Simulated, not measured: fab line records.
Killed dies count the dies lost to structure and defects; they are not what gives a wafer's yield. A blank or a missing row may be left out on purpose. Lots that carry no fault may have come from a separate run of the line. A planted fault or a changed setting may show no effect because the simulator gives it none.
fab line records | flow nandHarc
[record] lots = 13 wafers = 39 lastDay = 33
route steps=1302 shown P_ZERO_WELL@56 P_STI@85
lots with no fault: from the same line, run without faults
startH: hours from the record's first day to the start of the lot's first wafer shown | waitH: hours from the lot's prior step to this one | " unchanged from the row above | L1.1+2: one row covering several wafers at once | - no value, or no start was given | * or withheld: withheld | < > ~ a bound
route shown NAME@n: NAME is a module with steps in the file, n the number in the route of the first one | usual: average and standard deviation across the fault-free wafers | same: alike in all rows | chamber/n: place in a boat | sites: the reading at each site | _std_site: the standard deviation of these | _edge_site: the outer-site mean with the inner-site mean subtracted | radiusMm: for every site, how far away it sits from the centre of the wafer | mask NAME#n: copy n | behind: the last tool/chamber to shape the wafer | hold: what put the lot on hold/how long, in hours/how the hold closed | device: transistor that didn't switch, given as n, p or np | end of line: the tests these same wafers got at the end of their route | step lacking rows: just its recipe | killed: not the wafer's yield, but the dies lost to structure and defects at the first sort | map: a wafer's dies, x killed, . not, _ none there
set.NAME: the setting that was run; set.NAME@STEP: the one run at that earlier step | model.NAME: the simulator's own value behind a step, which no gauge read
route steps across a sampled set of lots; one table per step, one row per wafer
services: when a tool's chamber went out of use (startH, in hours from the record's first day, below 0 if earlier), for how many hours, and the reason
[[steps]]
[step NHARC_P_ZERO_WELL_EXPOSE_49]
[recipe] na = 0.6 targetCdNm = 2000 doseMj = 22.64 maskId = P_HVPW
// columns lot.wafer tool chamber startH waitH mask
L619.1+3+6 krfScanner-02 0 37.95 - P_HVPW#0
L621.1+3+5 krfScanner-01 0 55.59 - P_HVPW#0
L622.1+2+5 krfScanner-02 0 65.72 - P_HVPW#0
L623.1+3+4 krfScanner-03 0 75.43 - P_HVPW#0
L625.1+2+6 krfScanner-03 0 95.72 - P_HVPW#0
L626.1+4+5 krfScanner-01 0 105.88 - P_HVPW_R1#0
L627.4+5+6 krfScanner-01 0 115.60 - P_HVPW#0
L636.2+5+6 krfScanner-01 0 205.71 - P_HVPW#0
L637.1+5+6 krfScanner-01 0 215.53 - P_HVPW#0
L638.1+3+6 krfScanner-02 0 225.57 - P_HVPW#0
L639.1+2+3 krfScanner-03 0 235.53 - P_HVPW#0
L640.1+2+6 krfScanner-02 0 245.56 - P_HVPW#0
L641.1+2+3 krfScanner-02 0 255.60 - P_HVPW#0
[step NHARC_P_ZERO_WELL_CD_MEAS_52]
[recipe] targetCdNm = 2000 landingEnergyEv = 500
[usual] cdNm = 2000.7/1.9
// columns lot.wafer tool chamber startH waitH cdNm
L619.1 cdSem-02 0 38.11 - 2001.0
L619.3 " 0 " " 1999.3
L619.6 " 0 " " 2000.4
L621.1 cdSem-02 0 55.75 - 1999.6
L621.3 " 0 " " 2003.6
L621.5 " 0 " " 2002.2
L622.1 cdSem-03 0 65.88 - 1999.4
L622.2 " 0 " " 2001.2
L622.5 " 0 " " 1998.0
L623.1 cdSem-03 0 75.59 - 2001.2
L623.3 " 0 " " 2002.3
L623.4 " 0 " " 2002.8
L625.1 cdSem-01 0 95.88 - 2001.4
L625.2 " 0 " " 2002.2
L625.6 " 0 " " 1998.0
L626.1 cdSem-03 0 106.03 - 1990.1
L626.4 " 0 " " 1985.6
L626.5 " 0 " " 1989.4
L627.4 cdSem-01 0 115.74 - 1998.9
L627.5 " 0 " " 2000.6
L627.6 " 0 " " 1998.3
L636.2 cdSem-02 0 205.86 - 2000.8
L636.5 " 0 " " 1999.8
L636.6 " 0 " " 2001.4
L637.1 cdSem-02 0 215.68 - 1996.6
L637.5 " 0 " " 1997.2
L637.6 " 0 " " 1999.2
L638.1 cdSem-01 0 225.72 - 1998.4
L638.3 " 0 " " 1998.6
L638.6 " 0 " " 2000.4
L639.1 cdSem-01 0 235.68 - 1998.0
L639.2 " 0 " " 1999.2
L639.3 " 0 " " 1999.6
L640.1 cdSem-02 0 245.71 - 1998.6
L640.2 " 0 " " 1998.9
L640.6 " 0 " " 2000.5
L641.1 cdSem-02 0 255.76 - 2002.4
L641.2 " 0 " " 2000.2
L641.3 " 0 " " 1997.5
[step NHARC_P_ZERO_WELL_INSPECT_43]
[usual] rawDefectCount = 12/6.8
// columns lot.wafer tool chamber startH waitH rawDefectCount
L619.1 defectInspect-01 - 39.94 0.6 6
L619.3 " - " " 7
L619.6 " - " " 10
L621.1 defectInspect-02 - 57.58 0.6 8
L621.3 " - " " 17
L621.5 " - " " 7
L622.1 defectInspect-01 - 67.68 0.6 6
L622.2 " - " " 10
L622.5 " - " " 7
L623.1 defectInspect-01 - 77.41 0.6 14
L623.3 " - " " 16
L623.4 " - " " 10
L625.1 defectInspect-01 - 97.70 0.6 8
L625.2 " - " " 19
L625.6 " - " " 20
L626.1 defectInspect-02 - 107.85 0.6 10
L626.4 " - " " 6
L626.5 " - " " 3
L627.4 defectInspect-01 - 117.57 0.3 6
L627.5 " - " " 18
L627.6 " - " " 5
L636.2 defectInspect-02 - 207.67 0.5 11
L636.5 " - " " 16
L636.6 " - " " 9
L637.1 defectInspect-02 - 217.49 0.6 19
L637.5 " - " " 19
L637.6 " - " " 23
L638.1 defectInspect-02 - 227.54 0.6 13
L638.3 " - " " 38
L638.6 " - " " 19
L639.1 defectInspect-02 - 237.52 0.6 18
L639.2 " - " " 9
L639.3 " - " " 12
L640.1 defectInspect-01 - 247.52 0.6 21
L640.2 " - " " 15
L640.6 " - " " 12
L641.1 defectInspect-01 - 257.57 0.6 19
L641.2 " - " " 19
L641.3 " - " " 23
[step NHARC_P_STI_INSPECT_11]
[usual] rawDefectCount = 5.4/2.8
// columns lot.wafer tool chamber startH waitH rawDefectCount
L619.1 defectInspect-02 - 54.79 0.0 3
L619.3 " - " " 2
L619.6 " - " " 8
L621.1 defectInspect-02 - 76.79 0.0 4
L621.3 " - " " 5
L621.5 " - " " 2
L622.1 defectInspect-01 - 84.41 0.0 5
L622.2 " - " " 7
L622.5 " - " " 3
L623.1 defectInspect-02 - 93.97 0.0 7
L623.3 " - " " 8
L623.4 " - " " 11
L625.1 defectInspect-01 - 113.78 0.0 6
L625.2 " - " " 8
L625.6 " - " " 7
L626.1 defectInspect-01 - 123.66 0.0 6
L626.4 " - " " 7
L626.5 " - " " 4
L627.4 defectInspect-01 - 133.82 0.0 11
L627.5 " - " " 4
L627.6 " - " " 10
L636.2 defectInspect-02 - 230.76 0.0 3
L636.5 " - " " 2
L636.6 " - " " 18
L637.1 defectInspect-02 - 239.20 0.0 5
L637.5 " - " " 3
L637.6 " - " " 3
L638.1 defectInspect-01 - 248.28 0.0 6
L638.3 " - " " 5
L638.6 " - " " 7
L639.1 defectInspect-02 - 253.59 0.0 4
L639.2 " - " " 7
L639.3 " - " " 4
L640.1 defectInspect-01 - 262.12 0.0 5
L640.2 " - " " 7
L640.6 " - " " 15
L641.1 defectInspect-01 - 273.81 0.0 4
L641.2 " - " " 7
L641.3 " - " " 6
[step NHARC_P_STI_OCD_MEAS_17]
[usual] trenchDepthNm = 301/3.5 trenchFootCdNm = 159.1/2.5
// columns lot.wafer tool chamber startH waitH trenchDepthNm trenchFootCdNm
L619.1 ocd-02 - 55.46 0.1 298 160.9
L619.3 " - " " 303 155.4
L619.6 " - " " 295 160.8
L621.1 ocd-02 - 77.44 0.1 301 162.4
L621.3 " - " " 296 161.0
L621.5 " - " " 298 160.0
L622.1 ocd-02 - 85.07 0.1 302 156.0
L622.2 " - " " 299 159.1
L622.5 " - " " 299 158.0
L623.1 ocd-02 - 94.63 0.1 303 162.8
L623.3 " - " " 301 164.4
L623.4 " - " " 302 160.9
L625.1 ocd-02 - 114.44 0.1 296 163.7
L625.2 " - " " 303 159.8
L625.6 " - " " 305 159.3
L626.1 ocd-01 - 124.32 0.1 303 150.4
L626.4 " - " " 306 155.6
L626.5 " - " " 302 158.3
L627.4 ocd-02 - 134.51 0.1 299 159.1
L627.5 " - " " 300 157.3
L627.6 " - " " 304 158.2
L636.2 ocd-01 - 231.43 0.1 299 160.5
L636.5 " - " " 293 160.0
L636.6 " - " " 298 159.8
L637.1 ocd-01 - 239.86 0.1 303 159.7
L637.5 " - " " 305 159.2
L637.6 " - " " 305 158.3
L638.1 ocd-02 - 248.94 0.1 292 162.6
L638.3 " - " " 299 159.7
L638.6 " - " " 307 158.0
L639.1 ocd-02 - 254.25 0.1 299 156.0
L639.2 " - " " 304 158.2
L639.3 " - " " 305 156.8
L640.1 ocd-01 - 262.79 0.1 297 153.6
L640.2 " - " " 308 157.2
L640.6 " - " " 304 156.2
L641.1 ocd-01 - 274.47 0.1 303 162.8
L641.2 " - " " 304 160.7
L641.3 " - " " 300 161.0
[[services]]
// columns tool chamber startH hours kind
krfScanner-03 0 22.11 - calibration
krfScanner-03 - 52.00 4.0 pm
krfScanner-02 - 65.97 0.4 repair
krfScanner-02 - 73.71 2.0 repair
krfScanner-01 - 78.64 0.8 repair
krfScanner-02 - 94.00 4.0 pm
krfScanner-02 - 109.88 1.8 repair
krfScanner-01 0 110.17 - calibration
krfScanner-02 0 126.38 - calibration
krfScanner-01 - 140.00 4.0 pm
krfScanner-03 - 166.33 1.6 repair
krfScanner-03 0 188.21 - calibration
krfScanner-03 - 224.00 4.0 pm
krfScanner-01 - 228.44 1.6 repair
krfScanner-02 - 247.98 0.6 repair
[[key]]
[firstSign] step = NHARC_P_ZERO_WELL_EXPOSE_49 reading = mask direction = changed
[effect] step = NHARC_P_ZERO_WELL_CD_MEAS_52 reading = cdNm direction = down sigmas = 6.4 usual = 2000.7 struck = 1988.4
metAt NHARC_P_ZERO_WELL_EXPOSE_49
struckLots L626
testerLeftOut L626
notActingAt NHARC_P_ZERO_WELL_INSPECT_43,NHARC_P_STI_INSPECT_11,NHARC_P_STI_OCD_MEAS_17
onsetBetween 55.59 105.88
[fault] kind = wrongMask tool = any chamber = - onsetH = 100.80 steps = NHARC_P_ZERO_WELL_EXPOSE_49 auxCopy = P_HVPW_R1#0 cdOffsetNm = -13.458 scope = struckLotsOnly
// testerLeftOut: of these lots the tester's yield and bins aren't shown, on N5 and GAA mostly nor the transistor test; their killed dies are dies lost to structure and defects alone, not to doping, threshold or leakage, so they don't give the yield
